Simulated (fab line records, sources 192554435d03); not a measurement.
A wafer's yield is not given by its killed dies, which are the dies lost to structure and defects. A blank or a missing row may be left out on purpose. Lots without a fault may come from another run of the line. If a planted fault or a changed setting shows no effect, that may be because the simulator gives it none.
fab line records + flow n5-finfet
record:
- lots: 4
- wafers: 11
- last-day: 17
route steps=1938 shown BEOL_M15@1789
lots that met no fault: from a run of the same line without faults
start-h: start of the lot's first displayed wafer, in hours after the record's first day + wait-h: hours elapsed since this lot's preceding step + " repeats the value in the row above + L1.1+2: one row covering several wafers at once + - no value, or no start was given + * or withheld: withheld + < > ~ a bound
route shown NAME@n: names a module that has steps shown in the file, with the first one's number in the route + usual: mean/standard deviation taken from wafers without a fault + same: alike in all rows + chamber/n: place in a boat + sites: the reading at each site + _std_site: their standard deviation + _edge_site: the outer-site mean with the inner-site mean subtracted + radius-mm: how far each site lies from the wafer's centre + mask NAME#n: copy n + behind: tool/chamber where the wafer was last shaped + hold: why the lot went on hold/how many hours it stayed there/how the hold came to an end + device: names the non-switching transistor (n, p or np) + end of line: the same wafers' tests at the end of the route + a step without rows: its recipe alone + killed: the dies lost at the first sort to structure and to defects; this is not the yield of the wafer + map: shows each die of a wafer: x if killed, . if not, _ if none is there
set.NAME: the setting that was run; set.NAME@STEP: the one run at that earlier step + model.NAME: the simulator's own value behind a step, which no gauge read
lots seen at some steps along the route; tables by step, rows by wafer
services: from which hour (start-h, from the record's first day; less than 0 if before it) a tool's chamber was out of use, for how many hours, and why
== steps ==
step: N5_BEOL_M15_STRIP_63
recipe:
- chemistry: O2
- power-w: 600
- temp-c: 60
- pressure-mtorr: 30
- rf-frequency-hz: 6e+07
- bias-power-w: 0
- overash-fraction: 0.3
- o2-flow-sccm: 225
step: N5_BEOL_M15_STRIP_64
recipe:
- chemistry: O2
- power-w: 600
- temp-c: 60
- pressure-mtorr: 30
- rf-frequency-hz: 6e+07
- bias-power-w: 0
- overash-fraction: 0.3
- o2-flow-sccm: 225
step: N5_BEOL_M15_STRIP_65
recipe:
- chemistry: post-etch-residue-remover
- time-s: 60
- temp-c: 25
- remover-ph: withheld
- remover-water-wt-pct: withheld
- remover-fluoride-wt-pct: withheld
step: N5_BEOL_M15_SRD_66
recipe:
- time-s: 30
- temp-c: 23
- rinse-liquid: diw
- dry: n2-spin
- spin-rpm: 1500
- dry-time-s: 30
step: N5_BEOL_M15_COAT_56
recipe:
- resist: SOC
- temp-c: 250
- time-s: 60
- spin-rpm: 1500
- resist-thk-nm: 550
step: N5_BEOL_M15_ETCH_57
recipe:
- chemistry: N2/H2
- target: SOC
- source-w: 3000
- bias-w: 350
- time-s: 750
- ion-energy-ev: 200
- pressure-mtorr: 30
- n2-flow-sccm: 200
- h2-flow-sccm: 200
step: N5_BEOL_M15_COAT_60
recipe:
- resist: BARC
- temp-c: 205
- time-s: 60
- spin-rpm: 1500
- resist-thk-nm: 89
step: N5_BEOL_M15_COAT_22
recipe:
- spin-rpm: 1704
- resist-thk-nm: 800
step: N5_BEOL_M15_EBR_24
recipe:
- solvent: PGMEA
- ebr-width-mm: 1.5
step: N5_BEOL_M15_SOFTBAKE_23
recipe:
- temp-c: 130
- time-s: 60
step: N5_BEOL_M15_EXPOSE_25
recipe:
- mask-id: M15
- na: 0.8
- source-shape: annular
- sigma-inner: 0.5
- sigma-outer: 0.8
- polarization: unpolarized
- target-cd-nm: 400
- dose-mj: 35.5
step: N5_BEOL_M15_PEB_26
recipe:
- peb-temp-c: 130
- peb-time-s: 90
usual:
- heater-power-total-W: 172.4/0.77
- plate-temp-C: 130.01/0.14
| lot.wafer | tool           | chamber | start-h | wait-h | heater-power-total-W | plate-temp-C |
|-----------|----------------|---------|---------|--------|----------------------|--------------|
| L905.3    | litho-track-01 | 0       | 345.78  | 0.0    | 173.2                | 130.02       |
| L905.4    | "              | 0       | "       | "      | 172.6                | 129.89       |
| L905.5    | "              | 0       | "       | "      | 172.0                | 129.92       |
| L906.2    | litho-track-01 | 0       | 359.06  | 0.0    | 165.7                | 126.78       |
| L906.3    | "              | 0       | "       | "      | 167.7                | 126.94       |
| L906.5    | "              | 0       | "       | "      | 168.5                | 126.96       |
| L910.1    | litho-track-01 | 0       | 381.43  | 0.1    | 167.6                | 127.00       |
| L910.2    | "              | 0       | "       | "      | 166.8                | 126.99       |
| L910.3    | "              | 0       | "       | "      | 165.8                | 126.80       |
| L911.3    | litho-track-05 | 0       | 396.88  | 0.0    | 173.3                | 130.27       |
| L911.6    | "              | 0       | "       | "      | 170.8                | 130.08       |
step: N5_BEOL_M15_DEVELOP_27
recipe:
- develop-time-s: 45
- rinse-liquid: diw
- dry: air-spin
- dev-temp-c: 21
step: N5_BEOL_M15_HARDBAKE_32
recipe:
- temp-c: 130
- time-s: 120
step: N5_BEOL_M15_CD_MEAS_28
recipe:
- target-cd-nm: 407.6
- landing-energy-ev: 500
- detector: se-inlens
usual:
- cd-nm: 407/3
| lot.wafer | tool      | chamber | start-h | wait-h | cd-nm |
|-----------|-----------|---------|---------|--------|-------|
| L905.3    | cd-sem-02 | 0       | 345.90  | -      | 407   |
| L905.4    | "         | 0       | "       | "      | 406   |
| L905.5    | "         | 0       | "       | "      | 412   |
| L906.2    | cd-sem-03 | 0       | 359.18  | -      | 390   |
| L906.3    | "         | 0       | "       | "      | 389   |
| L906.5    | "         | 0       | "       | "      | 393   |
| L910.1    | cd-sem-01 | 0       | 381.54  | -      | 402   |
| L910.2    | "         | 0       | "       | "      | 400   |
| L910.3    | "         | 0       | "       | "      | 395   |
| L911.3    | cd-sem-03 | 0       | 396.99  | -      | 409   |
| L911.6    | "         | 0       | "       | "      | 408   |
step: N5_BEOL_M15_DESCUM_33
recipe:
- chemistry: O2
- time-s: 7.9
- source-power-w: 50
- bias-power-w: 20
- pressure-mtorr: 20
- rf-frequency-hz: 2.712e+07
- temp-c: 40
- o2-flow-sccm: 225
usual:
- chamber-pressure-mTorr: 20.000/0.02
- drypump-motor-current-A: 5.5/0.31
- oes-product-au: 0.82/0.1
- rf-fwd-power-W: 49.43/0.2
- rf-vpp-V: 243.3/1.1
- showerhead-plenum-p-Torr: 2.10/0.052
- throttle-valve-pct: 20.47/0.26
| lot.wafer | tool        | chamber | start-h | wait-h | chamber-pressure-mTorr | drypump-motor-current-A | oes-product-au | rf-fwd-power-W | rf-hours-counter-h | rf-vpp-V | showerhead-plenum-p-Torr | throttle-valve-pct | model.BEOL_M15.cd-nm |
|-----------|-------------|---------|---------|--------|------------------------|-------------------------|----------------|----------------|--------------------|----------|--------------------------|--------------------|----------------------|
| L905.3    | rie-diel-01 | 3       | 345.98  | 0.0    | 20.003                 | 5.2                     | 0.91           | 49.61          | 17                 | 242.4    | 2.06                     | 20.50              | 406.4                |
| L905.4    | "           | 2       | "       | "      | 20.039                 | 5.9                     | 0.98           | 49.37          | 8                  | 241.6    | 2.03                     | 20.39              | 405.6                |
| L905.5    | "           | 1       | "       | "      | 19.973                 | 5.5                     | 0.69           | 49.56          | -                  | 243.1    | 2.14                     | 20.46              | 411.4                |
| L906.2    | rie-diel-01 | 3       | 359.42  | 0.2    | 20.035                 | 5.2                     | 0.91           | 49.62          | 21                 | 242.6    | 2.06                     | 20.51              | 390.2                |
| L906.3    | "           | 0       | "       | "      | 20.006                 | 5.3                     | 0.83           | 49.59          | 83                 | 243.6    | 2.12                     | 20.77              | 389.2                |
| L906.5    | "           | 1       | "       | "      | 20.032                 | 5.5                     | 0.69           | 49.71          | -                  | 244.5    | 2.14                     | 20.49              | 392.2                |
| L910.1    | rie-diel-01 | 3       | 381.63  | 0.0    | 20.018                 | 5.2                     | 0.89           | 49.51          | 28                 | 242.6    | 2.06                     | 20.53              | 401.4                |
| L910.2    | "           | 2       | "       | "      | 19.956                 | 5.9                     | 0.95           | 49.58          | 20                 | 242.6    | 2.03                     | 20.41              | 400.2                |
| L910.3    | "           | 0       | "       | "      | 20.027                 | 5.3                     | 0.82           | 49.52          | 89                 | 243.8    | 2.12                     | 20.77              | 395.2                |
| L911.3    | rie-diel-02 | 2       | 397.08  | 0.0    | 20.029                 | 5.6                     | 0.87           | 49.36          | 64                 | 244.4    | 2.09                     | 19.95              | 409.2                |
| L911.6    | "           | 2       | "       | "      | 19.976                 | 5.6                     | 0.87           | 49.26          | -                  | 243.7    | 2.09                     | 19.93              | 408.8                |
step: N5_BEOL_M15_ETCH_61
recipe:
- chemistry: N2/H2
- target: BARC
- target-depth-a: 890
- overetch-a: 267
- time-s: 67.9
- ion-energy-ev: 200
- pressure-mtorr: 30
- source-w: 840
- bias-w: 150
- n2-flow-sccm: 200
- h2-flow-sccm: 200
step: N5_BEOL_M15_TRENCH_ETCH_34
recipe:
- chemistry: C4F8/O2/Ar
- target: SiO2
- target-depth-a: 8729.3
- he-inner-torr: 15
- he-outer-torr: 30
- time-s: 199
- ion-energy-ev: 800
- pressure-mtorr: 20
- source-w: 1905
- bias-w: 2040
- Ar_flow_sccm: 400
- C4F8_flow_sccm: 16
- O2_flow_sccm: 12
step: N5_BEOL_M15_STRIP_36
recipe:
- chemistry: O2
- power-w: 600
- temp-c: 60
- pressure-mtorr: 30
- rf-frequency-hz: 6e+07
- bias-power-w: 0
- overash-fraction: 0.3
- o2-flow-sccm: 225
step: N5_BEOL_M15_STRIP_62
recipe:
- chemistry: O2
- power-w: 600
- temp-c: 60
- pressure-mtorr: 30
- rf-frequency-hz: 6e+07
- bias-power-w: 0
- overash-fraction: 0.3
- o2-flow-sccm: 225
step: N5_BEOL_M15_STRIP_37
recipe:
- chemistry: O2
- power-w: 600
- temp-c: 60
- pressure-mtorr: 30
- rf-frequency-hz: 6e+07
- bias-power-w: 0
- overash-fraction: 0.3
- o2-flow-sccm: 225
step: N5_BEOL_M15_ETCH_38
recipe:
- chemistry: CF4/N2
- target: SiCN
- target-depth-a: 1064
- taper-deg: 2
- time-s: 120.5
- ion-energy-ev: 150
- mask-material: SiO2
- pressure-mtorr: 40
- source-w: 430
- bias-w: 70
- Ar_flow_sccm: 100
- cf4-flow-sccm: 60
- n2-flow-sccm: 60
usual:
- chamber-pressure-mTorr: 40.00/0.036
- drypump-motor-current-A: 5.54/0.3
- oes-product-au: 0.81/0.098
- rf-fwd-power-W: 428.8/1.3
- rf-vpp-V: 382.6/1.4
- showerhead-plenum-p-Torr: 2.21/0.045
- throttle-valve-pct: 15.48/0.25
| lot.wafer | tool        | chamber | start-h | wait-h | chamber-pressure-mTorr | drypump-motor-current-A | oes-product-au | rf-fwd-power-W | rf-hours-counter-h | rf-vpp-V | showerhead-plenum-p-Torr | throttle-valve-pct | model.BEOL_M15.cd-nm |
|-----------|-------------|---------|---------|--------|------------------------|-------------------------|----------------|----------------|--------------------|----------|--------------------------|--------------------|----------------------|
| L905.3    | rie-diel-02 | 1       | -       | -      | 39.98                  | 5.88                    | 0.92           | 427.2          | 8                  | 381.9    | 2.18                     | 15.00              | 398.2                |
| L905.4    | "           | 3       | "       | "      | 40.00                  | 5.72                    | 0.93           | 431.0          | 17                 | 380.5    | 2.15                     | 15.30              | 396.8                |
| L905.5    | "           | 3       | "       | "      | 40.00                  | 5.71                    | 0.93           | 429.2          | -                  | 382.3    | 2.15                     | 15.31              | 401.6                |
| L906.2    | rie-diel-02 | 2       | -       | -      | 40.03                  | 5.61                    | 0.85           | 428.0          | 54                 | 382.6    | 2.22                     | 15.01              | 380.8                |
| L906.3    | "           | 3       | "       | "      | 40.05                  | 5.75                    | 0.92           | 425.7          | 24                 | 381.8    | 2.15                     | 15.32              | 381.8                |
| L906.5    | "           | 3       | "       | "      | 40.03                  | 5.72                    | 0.90           | 428.3          | -                  | 380.7    | 2.15                     | 15.32              | 383                  |
| L910.1    | rie-diel-01 | 2       | -       | -      | 40.04                  | 5.84                    | 0.94           | 429.8          | 21                 | 381.7    | 2.17                     | 15.50              | 392.2                |
| L910.2    | "           | 1       | "       | "      | 39.95                  | 5.51                    | 0.69           | 431.4          | 228                | 384.7    | 2.25                     | 15.63              | 391.8                |
| L910.3    | "           | 0       | "       | "      | 39.98                  | 5.30                    | 0.80           | 429.3          | 90                 | 382.3    | 2.22                     | 15.70              | 387.6                |
| L911.3    | rie-diel-01 | 3       | -       | -      | 39.92                  | 5.20                    | 0.89           | 429.9          | 33                 | 381.0    | 2.15                     | 15.34              | 402.6                |
| L911.6    | "           | 1       | "       | "      | 40.04                  | 5.51                    | 0.67           | 429.6          | -                  | 384.0    | 2.25                     | 15.63              | 401.6                |
step: N5_BEOL_M15_PRECLEAN_39
recipe:
- chemistry: residue-remover
- time-s: 60
- temp-c: 40
== services ==
| tool        | chamber | start-h | hours | kind   |
|-------------|---------|---------|-------|--------|
| rie-diel-01 | 0       | 350.91  | 2.9   | repair |
| rie-diel-02 | 1       | 356.52  | 10.3  | repair |
== key ==
first-sign:
- step: N5_BEOL_M15_PEB_26
- reading: plate-temp-C
- direction: down
- sigmas: 23
- usual: *
- struck: *
effect:
- step: N5_BEOL_M15_PEB_26
- reading: heater-power-total-W
- direction: down
- sigmas: 7
- usual: *
- struck: *
effect:
- step: N5_BEOL_M15_CD_MEAS_28
- reading: cd-nm
- direction: down
- sigmas: 3.9
- usual: 407
- struck: 395
- through: control-loop
model-effect:
- step: N5_BEOL_M15_DESCUM_33
- value: BEOL_M15.cd-nm
- without: 409.8
- struck: 394.7
model-effect:
- step: N5_BEOL_M15_ETCH_38
- value: BEOL_M15.cd-nm
- without: 401.3
- struck: 386.2
met-at N5_BEOL_M15_PEB_26
struck-wafers L906.2,L906.3,L906.5,L910.1,L910.2,L910.3
loop-trim:
- step: N5_BEOL_M15_EXPOSE_25
- setting: dose
- lots: L910
onset-between 345.78 359.06
fault:
- kind: process-parameter-drift
- tool: litho-track-01
- chamber: -
- onset-h: 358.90
- steps: N5_BEOL_M15_PEB_26
- channel: peb-temp-c
- offset: *
- shape: step
- end-h: 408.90
- acts-in: *
- stated: *
loop-trim: a control loop set the setting to another value than it would have without faults
